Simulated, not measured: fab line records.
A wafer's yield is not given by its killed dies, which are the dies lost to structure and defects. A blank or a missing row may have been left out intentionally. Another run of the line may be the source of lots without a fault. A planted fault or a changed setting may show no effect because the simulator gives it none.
Which tool is to blame? / flow nand_harc / 36 wafers from 12 lots sampled at 5 of the route's 1302 steps

WHAT THE GAUGES READ, wafer by wafer
NHARC_END_SORT_01. Usual: killed_at_array 55, standard deviation 20; killed_at_other 0.7, standard deviation 0.96; killed_at_periphery 4.1, standard deviation 2.4; killed_dies 60, standard deviation 20; killed_open 3.3, standard deviation 1.9; killed_short 2.8, standard deviation 1.6.
lot=L577; measured=day 25 01:41; on=prober-02; killed_at_array=18 20 16; killed_at_other=1 1 1; killed_at_periphery=0 2 2; killed_dies=19 23 19; killed_open=3 2 1; killed_short=1 1 1; flag=
lot=L580; measured=day 26 07:54; on=prober-02; killed_at_array=49 43 52; killed_at_other=3 1 2; killed_at_periphery=2 4 6; killed_dies=54 48 60; killed_open=4 6 6; killed_short=4 4 3; flag=
lot=L586; measured=day 28 08:12; on=prober-02; killed_at_array=671 672 666; killed_at_other=0 0 0; killed_at_periphery=6 5 11; killed_dies=677 677 677; killed_open=4 5 3; killed_short=3 1 2; flag=OFF
lot=L588; measured=day 29 18:56; on=prober-01; killed_at_array=669 668 665; killed_at_other=3 1 3; killed_at_periphery=5 8 9; killed_dies=677 677 677; killed_open=3 2 3; killed_short=1 3 3; flag=OFF
lot=L591; measured=day 30 00:08; on=prober-02; killed_at_array=40 52 43; killed_at_other=0 1 0; killed_at_periphery=4 6 4; killed_dies=44 59 47; killed_open=4 4 7; killed_short=2 5 2; flag=
lot=L593; measured=day 31 21:07; on=prober-01; killed_at_array=64 64 87; killed_at_other=0 0 0; killed_at_periphery=7 2 8; killed_dies=71 66 95; killed_open=2 3 7; killed_short=2 0 6; flag=
lot=L595; measured=day 32 01:04; on=prober-02; killed_at_array=31 20 35; killed_at_other=0 0 1; killed_at_periphery=2 3 8; killed_dies=33 23 44; killed_open=3 3 7; killed_short=1 2 4; flag=

WHAT TOOL EACH LOT RAN ON (gives the tool, then ch and the chambers of the sampled wafers, and finally the start)
lot=L576; NHARC_A_STAIRCASE_ETCH_201=rie_diel-13 ch 0,1,2, day 16 01:52 or earlier; NHARC_A_STAIRCASE_STRIP_205=plasma_asher-01 ch 0,1, day 16 01:52; NHARC_A_STAIRCASE_TRIM_222=rie_diel-03 ch 1,2, day 16 04:11; NHARC_A_STAIRCASE_ETCH_225=rie_diel-03 ch 1,2, no start
lot=L577; NHARC_A_STAIRCASE_ETCH_201=rie_diel-13 ch 0,1,3, day 16 02:08 or earlier; NHARC_A_STAIRCASE_STRIP_205=plasma_asher-01 ch 0,1, day 16 02:08; NHARC_A_STAIRCASE_TRIM_222=rie_diel-11 ch 0,2,3, day 16 03:59; NHARC_A_STAIRCASE_ETCH_225=rie_diel-11 ch 0,1,2, day 25 01:41 or earlier
lot=L580; NHARC_A_STAIRCASE_ETCH_201=rie_diel-11 ch 1,3, day 17 16:37 or earlier; NHARC_A_STAIRCASE_STRIP_205=plasma_asher-02 ch 0,1, day 17 16:37; NHARC_A_STAIRCASE_TRIM_222=rie_diel-11 ch 0,1,2, day 17 18:54; NHARC_A_STAIRCASE_ETCH_225=rie_diel-11 ch 1,3, day 26 07:54 or earlier
lot=L586; NHARC_A_STAIRCASE_ETCH_201=rie_diel-13 ch 1,2,3, day 20 04:47 or earlier; NHARC_A_STAIRCASE_STRIP_205=plasma_asher-02 ch 0,1, day 20 04:47; NHARC_A_STAIRCASE_TRIM_222=rie_diel-11 ch 2,3, day 20 06:31; NHARC_A_STAIRCASE_ETCH_225=rie_diel-11 ch 2,3, day 28 08:12 or earlier
lot=L588; NHARC_A_STAIRCASE_ETCH_201=rie_diel-11 ch 0,1, day 21 06:40 or earlier; NHARC_A_STAIRCASE_STRIP_205=plasma_asher-01 ch 0, day 21 06:40; NHARC_A_STAIRCASE_TRIM_222=rie_diel-11 ch 0,2, day 21 08:25; NHARC_A_STAIRCASE_ETCH_225=rie_diel-11 ch 1,2, day 29 18:56 or earlier
lot=L591; NHARC_A_STAIRCASE_ETCH_201=rie_diel-03 ch 1,3, day 21 21:29 or earlier; NHARC_A_STAIRCASE_STRIP_205=plasma_asher-01 ch 0,1, day 21 21:29; NHARC_A_STAIRCASE_TRIM_222=rie_diel-03 ch 0,1,3, day 21 23:18; NHARC_A_STAIRCASE_ETCH_225=rie_diel-03 ch 1,2,3, day 30 00:08 or earlier
lot=L593; NHARC_A_STAIRCASE_ETCH_201=rie_diel-03 ch 0,2, day 23 07:46 or earlier; NHARC_A_STAIRCASE_STRIP_205=plasma_asher-01 ch 0, day 23 07:46; NHARC_A_STAIRCASE_TRIM_222=rie_diel-13 ch 1,2,3, day 23 09:33; NHARC_A_STAIRCASE_ETCH_225=rie_diel-13 ch 0,1,3, day 31 21:07 or earlier
lot=L595; NHARC_A_STAIRCASE_ETCH_201=rie_diel-03 ch 1,2,3, day 23 14:19 or earlier; NHARC_A_STAIRCASE_STRIP_205=plasma_asher-01 ch 0,1, day 23 14:19; NHARC_A_STAIRCASE_TRIM_222=rie_diel-03 ch 0,3, day 23 16:10; NHARC_A_STAIRCASE_ETCH_225=rie_diel-03 ch 1,3, day 32 01:04 or earlier
lot=L596; NHARC_A_STAIRCASE_ETCH_201=rie_diel-03 ch 0,1,3, day 24 02:06 or earlier; NHARC_A_STAIRCASE_STRIP_205=plasma_asher-01 ch 0,1, day 24 02:06; NHARC_A_STAIRCASE_TRIM_222=rie_diel-03 ch 0,3, day 24 03:52; NHARC_A_STAIRCASE_ETCH_225=rie_diel-03 ch 0,2, no start
lot=L597; NHARC_A_STAIRCASE_ETCH_201=rie_diel-03 ch 1,3, day 24 23:10 or earlier; NHARC_A_STAIRCASE_STRIP_205=plasma_asher-01 ch 0,1, day 24 23:10; NHARC_A_STAIRCASE_TRIM_222=rie_diel-03 ch 1,2,3, day 25 00:59; NHARC_A_STAIRCASE_ETCH_225=rie_diel-03 ch 0,3, no start
lot=L598; NHARC_A_STAIRCASE_ETCH_201=rie_diel-11 ch 1,2,3, day 25 07:29 or earlier; NHARC_A_STAIRCASE_STRIP_205=plasma_asher-01 ch 0,1, day 25 07:29; NHARC_A_STAIRCASE_TRIM_222=rie_diel-03 ch 0,1,3, day 25 09:25; NHARC_A_STAIRCASE_ETCH_225=rie_diel-03 ch 0,2,3, no start
lot=L599; NHARC_A_STAIRCASE_ETCH_201=rie_diel-11 ch 1,3, day 25 14:44 or earlier; NHARC_A_STAIRCASE_STRIP_205=plasma_asher-02 ch 0,1, day 25 14:44; NHARC_A_STAIRCASE_TRIM_222=rie_diel-03 ch 0,2,3, day 25 16:39; NHARC_A_STAIRCASE_ETCH_225=rie_diel-03 ch 0,2,3, no start
- NHARC_A_STAIRCASE_ETCH_201: etches the open film in C4F8/O2, target depth 100 nm, time 40.5 s.
- NHARC_A_STAIRCASE_STRIP_205: strips in O2.
- NHARC_A_STAIRCASE_TRIM_222: chemistry O2, time 211.2 s.
- NHARC_A_STAIRCASE_ETCH_225: etches the open film in C4F8/O2, target depth 100 nm, time 40.5 s.

AS READ BY THE TOOLS THEMSELVES (means over the sampled wafers that have a number; for cases with no such wafer, the mark the record gives instead)
NHARC_A_STAIRCASE_ETCH_201. Usual: oes_product_au 0.942 a.u., standard deviation 0.013; rf_vpp_V 895 V, standard deviation 5.9.
lot=L576; tool=rie_diel-13; oes_product_au (a.u.)=0.935; rf_vpp_V (V)=893; flag=
lot=L577; tool=rie_diel-13; oes_product_au (a.u.)=0.919; rf_vpp_V (V)=897; flag=
lot=L580; tool=rie_diel-11; oes_product_au (a.u.)=0.930; rf_vpp_V (V)=900; flag=
lot=L586; tool=rie_diel-13; oes_product_au (a.u.)=0.948; rf_vpp_V (V)=896; flag=
lot=L588; tool=rie_diel-11; oes_product_au (a.u.)=0.927; rf_vpp_V (V)=901; flag=
lot=L591; tool=rie_diel-03; oes_product_au (a.u.)=0.942; rf_vpp_V (V)=889; flag=
lot=L593; tool=rie_diel-03; oes_product_au (a.u.)=0.935; rf_vpp_V (V)=893; flag=
lot=L595; tool=rie_diel-03; oes_product_au (a.u.)=0.938; rf_vpp_V (V)=894; flag=
lot=L596; tool=rie_diel-03; oes_product_au (a.u.)=0.943; rf_vpp_V (V)=892; flag=
lot=L597; tool=rie_diel-03; oes_product_au (a.u.)=0.944; rf_vpp_V (V)=894; flag=
lot=L598; tool=rie_diel-11; oes_product_au (a.u.)=0.944; rf_vpp_V (V)=895; flag=
lot=L599; tool=rie_diel-11; oes_product_au (a.u.)=0.939; rf_vpp_V (V)=901; flag=

NHARC_A_STAIRCASE_STRIP_205. Usual: drypump_motor_current_A 5.6 A, standard deviation 0.56; heater_power_w 312 W, standard deviation 28.
lot=L576; tool=plasma_asher-01; drypump_motor_current_A (A)=5.1; heater_power_w (W)=329; flag=
lot=L577; tool=plasma_asher-01; drypump_motor_current_A (A)=5.2; heater_power_w (W)=331; flag=
lot=L580; tool=plasma_asher-02; drypump_motor_current_A (A)=6.0; heater_power_w (W)=276; flag=
lot=L586; tool=plasma_asher-02; drypump_motor_current_A (A)=6.0; heater_power_w (W)=276; flag=
lot=L588; tool=plasma_asher-01; drypump_motor_current_A (A)=4.8; heater_power_w (W)=324; flag=
lot=L591; tool=plasma_asher-01; drypump_motor_current_A (A)=5.5; heater_power_w (W)=324; flag=
lot=L593; tool=plasma_asher-01; drypump_motor_current_A (A)=4.8; heater_power_w (W)=322; flag=
lot=L595; tool=plasma_asher-01; drypump_motor_current_A (A)=5.5; heater_power_w (W)=328; flag=
lot=L596; tool=plasma_asher-01; drypump_motor_current_A (A)=5.2; heater_power_w (W)=325; flag=
lot=L597; tool=plasma_asher-01; drypump_motor_current_A (A)=5.1; heater_power_w (W)=330; flag=
lot=L598; tool=plasma_asher-01; drypump_motor_current_A (A)=5.5; heater_power_w (W)=329; flag=
lot=L599; tool=plasma_asher-02; drypump_motor_current_A (A)=6.1; heater_power_w (W)=305; flag=

NHARC_A_STAIRCASE_TRIM_222. Usual: drypump_motor_current_A 5.7 A, standard deviation 0.52; oes_product_au 1.000 a.u., standard deviation 0.01; rf_vpp_V 57.7 V, standard deviation 0.95; run_length_s 232.4 s, standard deviation 0.5; showerhead_plenum_p_Torr 3.52 Torr, standard deviation 0.16; throttle_valve_pct 17.037 %, standard deviation 0.0079.
lot=L576; tool=rie_diel-03; drypump_motor_current_A (A)=5.1; oes_product_au (a.u.)=0.996; rf_vpp_V (V)=58.0; run_length_s (s)=232.6; showerhead_plenum_p_Torr (Torr)=3.38; throttle_valve_pct (%)=17.045; flag=
lot=L577; tool=rie_diel-11; drypump_motor_current_A (A)=5.8; oes_product_au (a.u.)=1.015; rf_vpp_V (V)=57.3; run_length_s (s)=231.8; showerhead_plenum_p_Torr (Torr)=3.66; throttle_valve_pct (%)=17.042; flag=
lot=L580; tool=rie_diel-11; drypump_motor_current_A (A)=5.9; oes_product_au (a.u.)=1.010; rf_vpp_V (V)=57.2; run_length_s (s)=232.6; showerhead_plenum_p_Torr (Torr)=3.55; throttle_valve_pct (%)=17.040; flag=
lot=L586; tool=rie_diel-11; drypump_motor_current_A (A)=5.6; oes_product_au (a.u.)=1.000; rf_vpp_V (V)=58.2; run_length_s (s)=376.7; showerhead_plenum_p_Torr (Torr)=3.52; throttle_valve_pct (%)=17.034; flag=OFF
lot=L588; tool=rie_diel-11; drypump_motor_current_A (A)=5.5; oes_product_au (a.u.)=1.004; rf_vpp_V (V)=58.9; run_length_s (s)=376.8; showerhead_plenum_p_Torr (Torr)=3.51; throttle_valve_pct (%)=17.040; flag=OFF
lot=L591; tool=rie_diel-03; drypump_motor_current_A (A)=5.3; oes_product_au (a.u.)=0.994; rf_vpp_V (V)=58.3; run_length_s (s)=232.3; showerhead_plenum_p_Torr (Torr)=3.42; throttle_valve_pct (%)=17.036; flag=
lot=L593; tool=rie_diel-13; drypump_motor_current_A (A)=5.2; oes_product_au (a.u.)=0.993; rf_vpp_V (V)=57.3; run_length_s (s)=232.7; showerhead_plenum_p_Torr (Torr)=3.52; throttle_valve_pct (%)=17.039; flag=
lot=L595; tool=rie_diel-03; drypump_motor_current_A (A)=5.6; oes_product_au (a.u.)=1.004; rf_vpp_V (V)=57.0; run_length_s (s)=232.0; showerhead_plenum_p_Torr (Torr)=3.44; throttle_valve_pct (%)=17.037; flag=
lot=L596; tool=rie_diel-03; drypump_motor_current_A (A)=5.7; oes_product_au (a.u.)=1.006; rf_vpp_V (V)=57.5; run_length_s (s)=232.1; showerhead_plenum_p_Torr (Torr)=3.51; throttle_valve_pct (%)=17.035; flag=
lot=L597; tool=rie_diel-03; drypump_motor_current_A (A)=5.5; oes_product_au (a.u.)=0.997; rf_vpp_V (V)=58.0; run_length_s (s)=232.6; showerhead_plenum_p_Torr (Torr)=3.47; throttle_valve_pct (%)=17.032; flag=
lot=L598; tool=rie_diel-03; drypump_motor_current_A (A)=5.4; oes_product_au (a.u.)=0.991; rf_vpp_V (V)=57.7; run_length_s (s)=232.3; showerhead_plenum_p_Torr (Torr)=3.40; throttle_valve_pct (%)=17.041; flag=
lot=L599; tool=rie_diel-03; drypump_motor_current_A (A)=5.7; oes_product_au (a.u.)=0.991; rf_vpp_V (V)=57.2; run_length_s (s)=232.3; showerhead_plenum_p_Torr (Torr)=3.49; throttle_valve_pct (%)=17.034; flag=

NHARC_A_STAIRCASE_ETCH_225. Usual: oes_product_au 0.946 a.u., standard deviation 0.011; rf_vpp_V 896 V, standard deviation 6.2.
lot=L576; tool=rie_diel-03; oes_product_au (a.u.)=0.936; rf_vpp_V (V)=894; flag=
lot=L577; tool=rie_diel-11; oes_product_au (a.u.)=0.949; rf_vpp_V (V)=897; flag=
lot=L580; tool=rie_diel-11; oes_product_au (a.u.)=0.935; rf_vpp_V (V)=899; flag=
lot=L586; tool=rie_diel-11; oes_product_au (a.u.)=0.937; rf_vpp_V (V)=896; flag=
lot=L588; tool=rie_diel-11; oes_product_au (a.u.)=0.945; rf_vpp_V (V)=894; flag=
lot=L591; tool=rie_diel-03; oes_product_au (a.u.)=0.946; rf_vpp_V (V)=892; flag=
lot=L593; tool=rie_diel-13; oes_product_au (a.u.)=0.949; rf_vpp_V (V)=896; flag=
lot=L595; tool=rie_diel-03; oes_product_au (a.u.)=0.955; rf_vpp_V (V)=891; flag=
lot=L596; tool=rie_diel-03; oes_product_au (a.u.)=0.946; rf_vpp_V (V)=894; flag=
lot=L597; tool=rie_diel-03; oes_product_au (a.u.)=0.944; rf_vpp_V (V)=893; flag=
lot=L598; tool=rie_diel-03; oes_product_au (a.u.)=0.954; rf_vpp_V (V)=895; flag=
lot=L599; tool=rie_diel-03; oes_product_au (a.u.)=0.943; rf_vpp_V (V)=895; flag=

THE ANSWER, worked out from the rows above alone
Rule: take the mean of a lot's wafers that have a number; if it is more than 3 standard deviations from the usual mean, the lot is off. Also off: a lot with no number at a reading for which 4 or more lots have one. All remaining lots with rows at the step are treated as sound. Order of review: gauges by route order, followed by the tools' own readings, for which a lot's mean as printed above is used. At the first step where some lot is off, the reading lying furthest off is the one used; lots without a number count as furthest.
Off at NHARC_END_SORT_01 (killed_dies): L586, L588. Neither off nor sound, because the step has no rows for them: L576, L596, L597, L598, L599.
A tool fits if, at a process step before that reading, it ran every lot that is off, and no sound lot after the first of them. Not tried: the gauges at NHARC_END_SORT_01; whatever is off there is also off at NHARC_A_STAIRCASE_TRIM_222, on other tools, and gauge error can't account for it. NHARC_A_STAIRCASE_ETCH_201: start missing for some lots; hours and lot order therefore follow NHARC_A_STAIRCASE_STRIP_205. NHARC_A_STAIRCASE_ETCH_225: start missing for some lots; hours and lot order therefore follow NHARC_END_SORT_01. One candidate fits, namely rie_diel-11 at NHARC_A_STAIRCASE_TRIM_222 and NHARC_A_STAIRCASE_ETCH_225. At NHARC_A_STAIRCASE_TRIM_222 its last sound lot is L580 (day 17 18:54), its first lot that is off L586 (day 20 06:31): a fault that began between those two fits.
On the lots that are off, the tool's own readings at NHARC_A_STAIRCASE_TRIM_222 differ by more than 5 times the standard deviation of the sound lots' means, which bears it out; run_length_s reads 376.8 s there versus 232.3 s on the sound lots.

WHAT THE SIMULATOR HAD INSERTED
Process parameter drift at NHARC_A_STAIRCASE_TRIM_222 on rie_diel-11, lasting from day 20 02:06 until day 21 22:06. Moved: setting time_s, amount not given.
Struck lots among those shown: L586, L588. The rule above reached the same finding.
